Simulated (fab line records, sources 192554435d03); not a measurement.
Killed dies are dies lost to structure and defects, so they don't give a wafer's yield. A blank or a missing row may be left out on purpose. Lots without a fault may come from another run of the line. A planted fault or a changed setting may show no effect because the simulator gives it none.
fab line records | flow n5_finfet
record lots=9 wafers=27 last_day=17
route steps=1938 shown HKMG_FIN@455 GATE_CUT@500 BEOL_M4@1111
lots that met no fault: from a run of the same line without faults
start_h: hours from the record's first day to the start of the lot's first wafer shown | wait_h: hours since the lot's step before | " the same as in the row above | L1.1+2: a row that stands for several wafers | - no value, or no start given | * or withheld: withheld | < > ~ a bound
route shown NAME@n: a module of which the file shows steps, and the number in the route of the first | usual: mean/standard deviation of fault-free wafers | same: alike in all rows | chamber/n: place in a boat | sites: the reading at each site | _std_site: their standard deviation | _edge_site: outer sites' mean less inner sites' | radius_mm: how far each site lies from the wafer's centre | mask NAME#n: copy n | behind: the tool/chamber that last shaped the wafer | hold: why the lot was held/for how many hours/how that ended | device: the transistor (n, p or np) that didn't switch | end of line: the same wafers' tests at the end of the route | a step without rows: its recipe alone | killed: dies lost to structure and defects at the first sort, not the wafer's yield | map: a wafer's dies, x killed, . not, _ none there
set.NAME: the setting as run; set.NAME@STEP: as run at that earlier step | model.NAME: the simulator's own value behind a step, which no gauge read
steps of the route over a sample of lots; a table a step, a row a wafer
services: from which hour (start_h, from the record's first day; less than 0 if before it) a tool's chamber was out of use, for how many hours, and why
## steps
# step N5_HKMG_FIN_STRIP_69
# recipe chemistry=N2/H2 power_w=2500 temp_c=300 h2_frac=0.65 time_s=360 pressure_mtorr=withheld n2_flow_sccm=1750 h2_flow_sccm=3250
# usual drypump_motor_current_A=5.35/0.088 heater_power_w=486/33
# columns lot.wafer tool chamber start_h wait_h drypump_motor_current_A heater_power_w rf_hours_counter_h
L797.1 plasma_asher-02 0 84.32 0.1 5.29 503 88
L797.4 " 1 " " 5.30 510 -
L797.5 " 1 " " 5.31 503 -
L799.1 plasma_asher-02 1 91.54 0.1 5.32 513 90
L799.3 " 1 " " 5.32 520 -
L799.5 " 1 " " 5.31 502 -
L800.1 plasma_asher-01 0 106.55 0.1 5.46 478 42
L800.5 " 0 " " 5.47 495 -
L800.6 " 1 " " 5.51 409 -
L808.2 plasma_asher-01 0 148.48 0.1 5.50 488 51
L808.5 " 1 " " 5.52 412 -
L808.6 " 0 " " 5.50 498 -
L809.1 plasma_asher-01 0 150.24 0.1 5.45 503 52
L809.3 " 1 " " 5.51 408 -
L809.4 " 0 " " 5.44 490 -
L810.3 plasma_asher-01 1 153.83 0.2 5.52 413 -
L810.5 " 0 " " 5.46 491 -
L810.6 " 1 " " 5.51 415 -
L811.1 plasma_asher-02 1 162.72 0.1 5.32 489 105
L811.2 " 0 " " 5.29 489 105
L811.3 " 0 " " 5.30 486 -
L815.1 plasma_asher-02 1 188.06 0.1 5.31 518 112
L815.4 " 0 " " 5.28 497 -
L815.5 " 1 " " 5.32 508 -
L817.1 plasma_asher-01 0 199.36 0.1 5.47 486 59
L817.5 " 0 " " 5.45 497 -
L817.6 " 1 " " 5.49 412 -
# step N5_HKMG_FIN_CMP_94
# recipe stop_on=SiNx post_cmp_clean=w_dilute_nh4oh t_overpolish_s=4.7 down_force_psi=4 platen_rpm=50.289 pad_velocity_m_s=1.0006 target_thk_nm=43.299
# usual motor_current_A=11.9/1.9 platen_rpm=50.29/0.035
# columns lot.wafer tool chamber start_h wait_h motor_current_A platen_rpm
L797.1 cmp-02 3 85.72 0.4 11.5 50.30
L797.4 " 0 " " 10.6 50.29
L797.5 " 3 " " 11.2 50.28
L799.1 cmp-02 0 92.94 0.4 9.9 50.29
L799.3 " 2 " " 13.5 50.35
L799.5 " 1 " " 13.8 50.28
L800.1 cmp-03 1 108.00 0.3 13.0 50.28
L800.6 " 3 " " 15.3 50.30
L800.5 " 0 " " 9.5 50.26
L808.2 cmp-02 0 149.99 0.3 10.0 50.29
L808.6 " 3 " " 10.9 50.29
L808.5 " 0 " " 10.0 50.33
L809.3 cmp-01 3 151.64 0.4 13.7 50.27
L809.4 " 1 " " 11.7 50.30
L809.1 " 2 " " 12.3 50.28
L810.3 cmp-02 3 155.19 0.2 11.6 50.28
L810.5 " 0 " " 10.6 50.29
L810.6 " 1 " " 14.4 50.25
L811.1 cmp-01 3 164.11 0.4 12.7 50.26
L811.2 " 0 " " 8.6 50.29
L811.3 " 1 " " 12.0 50.33
L815.1 cmp-01 1 189.50 0.3 11.1 50.27
L815.4 " 3 " " 12.8 50.40
L815.5 " 0 " " 9.7 50.31
L817.1 cmp-01 2 200.82 0.3 11.6 50.29
L817.5 " 0 " " 9.6 50.28
L817.6 " 1 " " 11.7 50.32
# step N5_GATE_CUT_CUT_ETCH_53
# recipe chemistry=SF6/Cl2 target=W mask_material=SiO2 target_depth_a=792 pressure_mtorr=8 icp_w=900 bias_w=80 SF6_flow_sccm=40 Cl2_flow_sccm=60 ends=cleared
# usual drypump_motor_current_A=5.9/0.41 etch_rf_on_time_s=26.2/0.47 oes_product_au=0.72/0.087 rf_fwd_power_W=880/3.4 throttle_valve_pct=28.69/0.15
# columns lot.wafer tool chamber start_h wait_h drypump_motor_current_A etch_rf_on_time_s oes_product_au rf_fwd_power_W rf_hours_counter_h throttle_valve_pct
L797.1 rie_metal-03 1 90.42 0.1 6.0 26.2 0.79 883 13 28.64
L797.4 " 1 " " 5.9 26.1 0.80 882 - 28.64
L797.5 " 0 " " 6.1 27.0 0.61 877 - 29.00
L799.1 rie_metal-01 1 97.93 0.1 5.3 26.3 0.72 882 35 28.53
L799.3 " 0 " " 5.8 25.5 0.88 874 - 28.59
L799.5 " 0 " " 5.8 25.4 0.89 876 - 28.60
L800.1 rie_metal-03 0 112.63 0.1 6.1 27.1 0.60 873 86 29.00
L800.5 " 0 " " 6.0 27.2 0.60 878 - 29.01
L800.6 " 1 " " 6.0 26.2 0.79 884 - 28.65
L808.2 rie_metal-03 1 154.29 0.1 5.9 25.7 0.78 886 18 28.64
L808.5 " 1 " " 5.9 25.8 0.78 887 - 28.66
L808.6 " 0 " " 6.2 26.8 0.61 876 - 29.01
L809.1 rie_metal-03 1 156.54 0.1 5.9 26.0 0.76 884 19 28.64
L809.3 " 1 " " 5.9 25.9 0.77 881 - 28.65
L809.4 " 0 " " 6.2 26.8 0.61 880 - 29.01
L810.3 rie_metal-02 0 159.59 0.1 6.5 26.0 0.65 874 - 28.70
L810.5 " 1 " " 6.3 25.6 0.69 878 - 28.75
L810.6 " 0 " " 6.5 26.2 0.64 874 - 28.70
L811.1 rie_metal-02 0 168.59 0.1 6.5 26.3 0.64 875 70 28.72
L811.2 " 1 " " 6.3 25.9 0.69 877 49 28.75
L811.3 " 0 " " 6.5 26.4 0.64 875 - 28.71
L815.1 rie_metal-01 1 195.18 0.1 5.3 26.6 0.69 884 44 28.55
L815.4 " 1 " " 5.3 26.4 0.69 884 - 28.54
L815.5 " 1 " " 5.3 26.7 0.69 883 - 28.55
L817.1 rie_metal-02 1 205.18 0.1 6.3 25.9 0.68 879 52 28.75
L817.5 " 1 " " 6.3 25.9 0.68 879 - 28.75
L817.6 " 0 " " 6.5 26.1 0.64 884 - 28.72
# step N5_GATE_CUT_CUT_ETCH_54
# recipe chemistry=Cl2/BCl3 target=TiN mask_material=SiO2 target_depth_a=967 pressure_mtorr=10 icp_w=1000 bias_w=126 Cl2_flow_sccm=53.25 bcl3_flow_sccm=21.75 Ar_flow_sccm=25 ends=cleared
# usual drypump_motor_current_A=5.9/0.41 etch_rf_on_time_s=36.6/0.6 oes_product_au=0.72/0.088 rf_fwd_power_W=980/6 throttle_valve_pct=22.09/0.14
# columns lot.wafer tool chamber start_h wait_h drypump_motor_current_A etch_rf_on_time_s oes_product_au rf_fwd_power_W rf_hours_counter_h throttle_valve_pct
L797.1 rie_metal-03 1 90.48 0.0 5.9 35.9 0.80 984 13 22.03
L797.4 " 1 " " 5.9 36.4 0.79 986 - 22.06
L797.5 " 0 " " 6.2 37.2 0.62 972 - 22.40
L799.1 rie_metal-01 1 97.99 0.0 5.3 37.3 0.70 988 35 21.97
L799.3 " 0 " " 5.8 36.4 0.87 971 - 22.00
L799.5 " 0 " " 5.8 36.1 0.88 975 - 21.99
L800.1 rie_metal-03 0 112.69 0.0 6.1 37.9 0.60 978 86 22.40
L800.5 " 0 " " 6.1 37.7 0.61 971 - 22.41
L800.6 " 1 " " 5.9 36.6 0.77 986 - 22.07
L808.2 rie_metal-03 1 154.35 0.0 5.9 35.9 0.78 986 18 22.07
L808.5 " 1 " " 5.9 36.2 0.77 985 - 22.09
L808.6 " 0 " " 6.1 31.2 0.67 1213 - 22.31
L809.1 rie_metal-03 1 156.60 0.0 6.0 36.4 0.77 989 19 22.06
L809.3 " 1 " " 6.0 36.1 0.77 985 - 22.06
L809.4 " 0 " " 6.1 31.1 0.67 1214 - 22.32
L810.3 rie_metal-02 0 159.65 0.0 6.5 36.8 0.64 982 - 22.09
L810.5 " 1 " " 6.3 35.9 0.69 977 - 22.04
L810.6 " 0 " " 6.5 36.3 0.64 985 - 22.08
L811.1 rie_metal-02 0 168.65 0.0 6.5 36.7 0.64 983 70 22.08
L811.2 " 1 " " 6.3 36.1 0.69 978 49 22.05
L811.3 " 0 " " 6.5 36.8 0.63 979 - 22.10
L815.1 rie_metal-01 1 195.24 0.0 5.3 37.4 0.68 989 44 22.00
L815.4 " 1 " " 5.3 37.1 0.69 989 - 21.98
L815.5 " 1 " " 5.3 36.9 0.69 989 - 22.00
L817.1 rie_metal-02 1 205.24 0.0 6.3 36.0 0.68 980 52 22.04
L817.5 " 1 " " 6.3 35.8 0.68 979 - 22.04
L817.6 " 0 " " 6.6 36.2 0.63 983 - 22.08
# step N5_BEOL_M4_RC_MEAS_101
# usual DIBL_N=36.3/1.2 DIBL_P=36.3/1.4 IOFF_N=0.157/0.02 IOFF_P=0.22/0.033 ION_N=675/9.6 ION_P=465/8.2 SS_N=71.4/0.45 SS_P=73.3/0.54 VT_N=249.8/2.5 VT_P=-249/3.2
# columns lot.wafer tool chamber start_h wait_h DIBL_N[mV/V] DIBL_P[mV/V] IOFF_N[nA/um] IOFF_P[nA/um] ION_N[uA/um] ION_P[uA/um] SS_N[mV/dec] SS_P[mV/dec] VT_N[mV] VT_P[mV]
L797.1 prober-01 0 170.35 0.0 37.2 38.5 0.169 0.23 681 466 71.4 72.8 246.2 -249
L797.4 " 0 " " 36.6 37.3 0.150 0.21 676 467 71.6 72.7 249.8 -251
L797.5 " 0 " " 35.3 36.4 0.137 0.20 661 457 71.5 73.0 251.9 -252
L799.1 prober-01 0 187.88 0.0 34.6 34.8 0.128 0.16 665 455 71.2 72.0 251.3 -256
L799.3 " 0 " " 35.1 34.9 0.132 0.17 662 453 71.7 72.3 251.7 -253
L799.5 " 0 " " 35.3 35.1 0.137 0.17 668 455 71.2 71.9 253.9 -254
L800.1 prober-01 0 215.64 0.0 36.5 35.2 0.145 0.20 677 465 71.7 73.1 253.5 -251
L800.5 " 0 " " 37.5 37.4 0.176 0.24 690 477 71.7 73.4 246.0 -247
L800.6 " 0 " " 36.6 34.6 0.138 0.19 674 460 71.2 73.4 252.7 -251
L810.3 prober-01 0 252.24 0.3 34.5 34.8 0.155 0.19 679 468 71.6 73.8 249.4 -252
L810.5 " 0 " " 34.2 34.3 0.146 0.18 681 459 70.7 72.8 247.7 -255
L810.6 " 0 " " 33.8 34.0 0.141 0.17 670 459 71.5 72.9 248.8 -256
L808.2 prober-01 0 263.83 0.2 37.4 38.4 0.177 0.21 680 462 72.0 73.6 248.5 -253
L808.5 " 0 " " 36.5 36.9 0.157 0.18 669 459 71.7 73.1 249.4 -253
L808.6 " 0 " " 36.8 36.2 0.153 0.18 665 451 72.0 73.3 250.3 -254
L809.1 prober-01 0 269.43 0.0 37.2 37.3 0.182 0.25 680 475 71.3 73.5 248.5 -246
L809.3 " 0 " " 35.8 36.4 0.173 0.24 680 472 71.3 73.9 249.2 -245
L809.4 " 0 " " 36.2 36.6 0.173 0.23 677 465 71.1 72.8 247.7 -246
L811.1 prober-02 0 276.89 0.0 37.1 37.0 0.156 0.22 666 459 71.4 74.0 250.1 -249
L811.2 " 0 " " 36.4 36.4 0.154 0.21 671 457 72.1 73.0 252.0 -251
L811.3 " 0 " " 34.7 34.0 0.120 0.18 660 453 70.6 73.4 254.0 -253
L815.1 prober-01 0 299.75 0.0 35.0 33.2 0.123 0.15 654 443 70.7 73.8 256.3 -256
L815.4 " 0 " " 35.9 34.8 0.141 0.17 665 450 71.5 73.9 254.5 -258
L815.5 " 0 " " 35.8 34.6 0.130 0.17 650 442 71.2 73.9 257.1 -256
L817.1 prober-02 0 308.98 0.0 38.3 38.4 0.206 0.26 675 463 72.1 74.6 247.8 -247
L817.5 " 0 " " 37.7 38.6 0.195 0.26 675 467 72.2 73.5 247.5 -249
L817.6 " 0 " " 38.1 38.6 0.199 0.26 692 474 71.5 73.9 244.4 -245
## services
# columns tool chamber start_h hours kind
rie_metal-01 0 61.38 4.1 repair
cmp-01 - 79.11 4.0 pm
cmp-01 - 83.11 - consumable_replace:conditioner
cmp-01 - 83.11 - consumable_replace:pad
plasma_asher-02 - 106.05 2.8 pm
cmp-01 - 122.73 1.6 repair
cmp-01 - 132.47 1.0 repair
cmp-03 - 133.15 4.0 pm
cmp-03 - 137.15 - consumable_replace:conditioner
cmp-03 - 137.15 - consumable_replace:pad
cmp-03 - 139.82 3.8 repair
cmp-01 - 151.87 0.2 repair
plasma_asher-01 - 169.11 4.0 repair
cmp-02 - 174.22 1.1 repair
cmp-03 - 186.94 8.3 pm
## key
first_sign step=N5_GATE_CUT_CUT_ETCH_54 reading=rf_fwd_power_W direction=up sigmas=39 usual=* struck=*
effect step=N5_GATE_CUT_CUT_ETCH_54 reading=etch_rf_on_time_s direction=down sigmas=9.2 usual=* struck=*
met_at N5_GATE_CUT_CUT_ETCH_54
struck_lots L808,L809
struck_wafers L808.6,L809.4
not_acting_at N5_HKMG_FIN_STRIP_69,N5_HKMG_FIN_CMP_94,N5_GATE_CUT_CUT_ETCH_53
onset_between 112.69 154.35
fault kind=process_parameter_drift tool=rie_metal-03 chamber=0 onset_h=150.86 steps=N5_GATE_CUT_CUT_ETCH_54 channel=icp_w offset=240 shape=step end_h=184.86 acts_in=these_recipes_only stated=1000
